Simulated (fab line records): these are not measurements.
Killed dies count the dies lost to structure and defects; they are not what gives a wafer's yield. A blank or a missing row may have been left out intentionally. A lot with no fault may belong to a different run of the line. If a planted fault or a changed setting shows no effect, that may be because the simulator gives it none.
Which tool did it? -- flow n5 finfet -- 11 lots, 33 wafers sampled, at 4 steps of a route of 1938

WHAT THE GAUGES READ, wafer by wafer
N5_BEOL_M7_RS_MEAS_57: a four-point-probe measurement.
lot,measured,on,M7_RS (ohm/sq)
L462,day 9 14:22,film metro-01,0.285 0.279 0.289
L464,day 9 21:41,film metro-01,0.295 0.295 0.295
L465,day 10 08:35,film metro-01,0.287 0.292 0.291
L466,day 10 18:41,film metro-01,0.281 0.273 0.286
L470,day 11 18:14,film metro-01,0.303 0.291 0.305
L476,day 13 11:43,film metro-02,0.276 0.279 0.284
L478,day 13 13:48,film metro-01,0.275 0.290 0.303
L479,day 14 03:52,film metro-02,0.273 0.289 0.293
L482,day 14 09:05,film metro-02,0.307 0.291 0.314
L483,day 15 17:05,film metro-02,0.280 0.279 0.287
L484,day 16 11:58,film metro-02,0.290 0.294 0.285

N5_BEOL_M8_CD_MEAS_11: the cd target is 38.5 nm.
lot,measured,on,cd nm (nm)
L462,day 9 16:29,cd sem-02,38.4 39.2 39.0
L464,day 9 22:55,cd sem-02,38.3 38.3 38.0
L465,day 10 13:10,cd sem-03,38.9 39.1 39.3
L466,day 10 23:05,cd sem-01,38.7 39.0 39.1
L470,day 11 21:09,cd sem-03,37.7 37.8 38.5
L476,day 13 13:36,cd sem-01,38.2 38.9 38.7
L478,day 13 16:44,cd sem-01,40.0 38.7 39.0
L479,day 14 06:04,cd sem-02,39.7 38.8 40.1
L482,day 14 10:34,cd sem-01,38.4 38.4 37.7
L483,day 15 18:55,cd sem-02,37.5 38.0 38.8
L484,day 16 14:41,cd sem-02,37.7 38.8 38.3

WHICH TOOL RAN EACH LOT (tool, then ch and the chambers of the sampled wafers, then the start)
lot,N5_BEOL_M8_PECVD_70,N5_BEOL_M8_COAT_59
L462,"pecvd-03 ch 0,2, day 9 15:02","litho track-05 ch 0, day 9 16:07"
L464,"pecvd-03 ch 0,1,2, day 9 22:22","litho track-02 ch 0, day 9 22:33"
L465,"pecvd-03 ch 1,2, day 10 09:42","litho track-05 ch 0, day 10 12:48"
L466,"pecvd-03 ch 0,2, day 10 19:22","litho track-02 ch 0, day 10 22:51"
L470,"pecvd-03 ch 0,1, day 11 18:55","litho track-02 ch 0, day 11 20:47"
L476,"pecvd-04 ch 0,2, day 13 12:24","litho track-02 ch 0, day 13 13:21"
L478,"pecvd-04 ch 0,2, day 13 14:29","litho track-03 ch 0, day 13 16:22"
L479,"pecvd-03 ch 0,1,2, day 14 04:33","litho track-03 ch 0, day 14 05:49"
L482,"pecvd-01 ch 1,2, day 14 09:47","litho track-03 ch 0, day 14 10:19"
L483,"pecvd-01 ch 0,1,2, day 15 17:46","litho track-05 ch 0, day 15 18:40"
L484,"pecvd-01 ch 0,1,2, day 16 12:38","litho track-05 ch 0, day 16 14:19"
- N5_BEOL_M8_PECVD_70: deposits SiO2 from TEOS/O2, target thk 20 nm, time 22.7 s.
- N5_BEOL_M8_COAT_59: time 60 s, resist thk 100 nm.

AS READ BY THE TOOLS THEMSELVES (means over the sampled wafers that have a number; for cases with no such wafer, the mark the record gives instead)
N5_BEOL_M8_PECVD_70.
lot,tool,heater power w (W),rf fwd power W (W),showerhead plenum p Torr (Torr),showerhead vpp V (V),throttle valve pct (%)
L462,pecvd-03,749,443.8,8.78,1329,21.7
L464,pecvd-03,712,445.8,8.82,1335,22.5
L465,pecvd-03,688,445.8,8.81,1334,22.4
L466,pecvd-03,779,444.5,8.81,1324,21.6
L470,pecvd-03,669,447.1,8.89,1341,23.3
L476,pecvd-04,794,443.0,8.71,1278,23.1
L478,pecvd-04,744,442.9,8.75,1303,25.5
L479,pecvd-03,659,446.0,8.83,1331,22.5
L482,pecvd-01,725,444.8,8.80,1349,19.9
L483,pecvd-01,773,445.2,8.82,1324,21.6
L484,pecvd-01,744,445.5,8.84,1320,21.6

N5_BEOL_M8_COAT_59.
lot,tool,dispense pressure kPa (kPa),spin speed rpm (rpm)
L462,litho track-05,50.1,1500.5
L464,litho track-02,46.6,1500.5
L465,litho track-05,50.1,1500.4
L466,litho track-02,46.6,1499.5
L470,litho track-02,46.6,1704.0
L476,litho track-02,46.6,1704.0
L478,litho track-03,49.5,1500.2
L479,litho track-03,49.5,1499.1
L482,litho track-03,49.5,1500.3
L483,litho track-05,50.2,1500.7
L484,litho track-05,50.2,1499.1

THE ANSWER, worked out from the rows above alone
Rule: the lots themselves supply what counts as usual. The widest of any qualifying gaps counts: lots, ordered by their means at a reading, are off when they make up no more than a third of the lots, leave a main group of 4 or more, and stand apart from it by 3 or more times the standard deviation of that group's means. If all means in a main group match to the digits the tables above print for the reading, that group is not used. A lot without any number at a reading at which 4 lots or more have one is off too. Any other lot the step has rows for is counted as sound. After the gauges, taken in route order, come the tools' own readings; for these a lot's mean is taken, as printed above. The first step at which some lot is off is used, and at that step the reading that is off furthest; a lot without a number counts as furthest.
Off: L470, L476 (N5_BEOL_M8_COAT_59, spin speed rpm). Mean 1500.0 rpm and standard deviation 0.59 in the main group.
If a tool, at that step or one of the process steps before it, ran each lot that is off and ran no sound lot following the first of them, it fits. One candidate fits, namely litho track-02 at N5_BEOL_M8_COAT_59. Its last sound lot is L466 (day 10 22:51), its first lot that is off L470 (day 11 20:47): a fault that began between those two fits.
On the lots that are off, the tool's own readings at N5_BEOL_M8_COAT_59 differ by more than 5 times the standard deviation of the sound lots' means, which bears it out; spin speed rpm reads 1704.0 rpm there versus 1500.0 rpm on the sound lots.

WHAT THE SIMULATOR HAD PUT IN
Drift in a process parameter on litho track-02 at N5_BEOL_M8_COAT_59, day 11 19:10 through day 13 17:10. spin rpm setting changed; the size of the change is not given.
Lots struck among those shown: L470, L476. The rule given above showed the same thing.
